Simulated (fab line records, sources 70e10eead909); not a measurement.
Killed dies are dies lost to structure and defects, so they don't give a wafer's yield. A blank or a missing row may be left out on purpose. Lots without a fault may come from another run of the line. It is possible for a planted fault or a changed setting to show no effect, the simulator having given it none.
Chamber matching | flow nandHarc | NHARC_P_M2_DESCUM_14 on rieDiel-07 has 4 sister chambers
The step chemistry O2, time 3 s. 16 wafers are shown with their chamber, then 8 later ones without.

WAFERS WITH THEIR CHAMBER
wafer  | chamber | drypumpMotorCurrentA (A) | oesProductAu (a.u.) | rfVppV (V)
L074.1 | 1       | 5.6                      | 0.988               | 58.3
L074.3 | 2       | 5.4                      | 1.005               | 56.6
L074.6 | 1       | 5.6                      | 0.992               | 58.5
L075.2 | 1       | 5.5                      | 0.992               | 57.5
L075.3 | 3       | 6.0                      | 1.003               | 58.5
L075.4 | 0       | 6.3                      | 1.000               | 58.1
L087.2 | 0       | 6.3                      | 0.993               | 58.8
L087.3 | 2       | 5.4                      | 0.998               | 56.2
L087.4 | 3       | 6.0                      | 1.000               | 58.3
L089.1 | 2       | 5.4                      | 1.015               | 58.5
L089.3 | 0       | 6.3                      | 1.000               | 58.5
L089.4 | 2       | 5.5                      | 1.007               | 57.1
L091.1 | 0       | 6.3                      | 1.002               | 58.2
L091.3 | 3       | 6.0                      | 1.010               | 59.1
L091.4 | 3       | 6.0                      | 1.009               | 56.7
L092.2 | 0       | 6.3                      | 0.993               | 58.2

SIGNATURES (means of the wafers above)
reading              | chamber 0 | chamber 1 | chamber 2 | chamber 3 | scatter within a chamber
drypumpMotorCurrentA | 6.300     | 5.567     | 5.425     | 6.000     | 0.0344
oesProductAu         | 0.99760   | 0.99067   | 1.00625   | 1.00550   | 0.005
rfVppV               | 58.360    | 58.100    | 57.100    | 58.150    | 0.767
Rule: for each reading, subtract the chamber's mean from the wafer's reading, divide by that reading's scatter and square the result; add these up over the readings and take the root, which gives the wafer's distance from the chamber. If the next closest chamber is less than 2 further off than the closest, the wafer can't be placed; otherwise it belongs to the closest. How the scatter is found: for the shown wafers, subtract from each reading the mean of its chamber, square and add these, divide the total by (wafers less chambers), then take the root.

WAFERS WITH NO CHAMBER GIVEN
wafer  | drypumpMotorCurrentA (A) | oesProductAu (a.u.) | rfVppV (V)
L092.4 | 5.5                      | 1.000               | 55.7
L092.6 | 5.5                      | 0.993               | 57.5
L095.1 | 5.4                      | 1.008               | 57.4
L095.4 | 6.3                      | 0.991               | 57.2
L095.5 | 6.0                      | 1.007               | 57.9
L093.1 | 6.3                      | 1.005               | 57.9
L093.5 | 5.5                      | 0.997               | 56.6
L093.6 | 5.4                      | 1.002               | 56.6

CHAMBER TAKEN BY EACH
wafer  | from the rows above     | in truth
L092.4 | can't be placed: 2 or 1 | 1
L092.6 | can't be placed: 1 or 2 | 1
L095.1 | 2                       | 2
L095.4 | 0                       | 0
L095.5 | 3                       | 3
L093.1 | 0                       | 0
L093.5 | can't be placed: 2 or 1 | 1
L093.6 | 2                       | 2
Correctly placed: 5 of 8. From these rows, 3 cannot be placed; in 3 the true chamber is one of the candidates. Placed wrongly: 0.
